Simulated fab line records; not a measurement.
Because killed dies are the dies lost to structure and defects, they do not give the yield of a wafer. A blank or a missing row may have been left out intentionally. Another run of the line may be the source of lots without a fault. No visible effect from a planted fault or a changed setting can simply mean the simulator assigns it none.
Chamber matching || flow n5-finfet || N5_GATE_CUT_ETCH_37 on rie-diel-01: 4 sister chambers
The step etches SOC in N2/H2, target depth 60 nm, overetch 12 nm, time 90 s. 4 wafers are shown with their chamber, then 7 later ones without.

## WAFERS WITH THEIR CHAMBER
{"wafer": "L078.3", "chamber": 0, "drypump-motor-current-A (A)": 6.4}
{"wafer": "L079.6", "chamber": 2, "drypump-motor-current-A (A)": 5.9}
{"wafer": "L083.1", "chamber": 1, "drypump-motor-current-A (A)": 5.5}
{"wafer": "L083.2", "chamber": 3, "drypump-motor-current-A (A)": 6.2}

## WAFERS MISSING THEIR CHAMBER
{"wafer": "L083.4", "drypump-motor-current-A (A)": 6.2}
{"wafer": "L085.1", "drypump-motor-current-A (A)": 5.9}
{"wafer": "L085.3", "drypump-motor-current-A (A)": 6.2}
{"wafer": "L085.4", "drypump-motor-current-A (A)": 6.2}
{"wafer": "L092.1", "drypump-motor-current-A (A)": 5.5}
{"wafer": "L092.4", "drypump-motor-current-A (A)": 6.3}
{"wafer": "L092.5", "drypump-motor-current-A (A)": 6.2}

## WHICH CHAMBER EACH ONE RAN IN
{"wafer": "L083.4", "from the rows above": 3, "in truth": 3}
{"wafer": "L085.1", "from the rows above": 2, "in truth": 2}
{"wafer": "L085.3", "from the rows above": 3, "in truth": 3}
{"wafer": "L085.4", "from the rows above": 3, "in truth": 3}
{"wafer": "L092.1", "from the rows above": 1, "in truth": 1}
{"wafer": "L092.4", "from the rows above": "can't be placed: 3 or 0", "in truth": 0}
{"wafer": "L092.5", "from the rows above": 3, "in truth": 3}
Placed correctly: 6 of 7. From these rows, 1 cannot be placed; in 1 the true chamber is one of the candidates. 0 placed wrongly.
How it was worked out, from the rows above alone: a wafer's distance from a chamber is the root of the sum, over the readings, of the square of ((its reading less the chamber's mean) divided by the reading's scatter). If the next closest chamber is less than 2 further off than the closest, the wafer can't be placed; otherwise it belongs to the closest. Each chamber's mean is taken over the wafers shown for it. The scatter: with one shown wafer a chamber, the root of the mean of the squares of how far each hidden wafer lies from its nearest shown one.
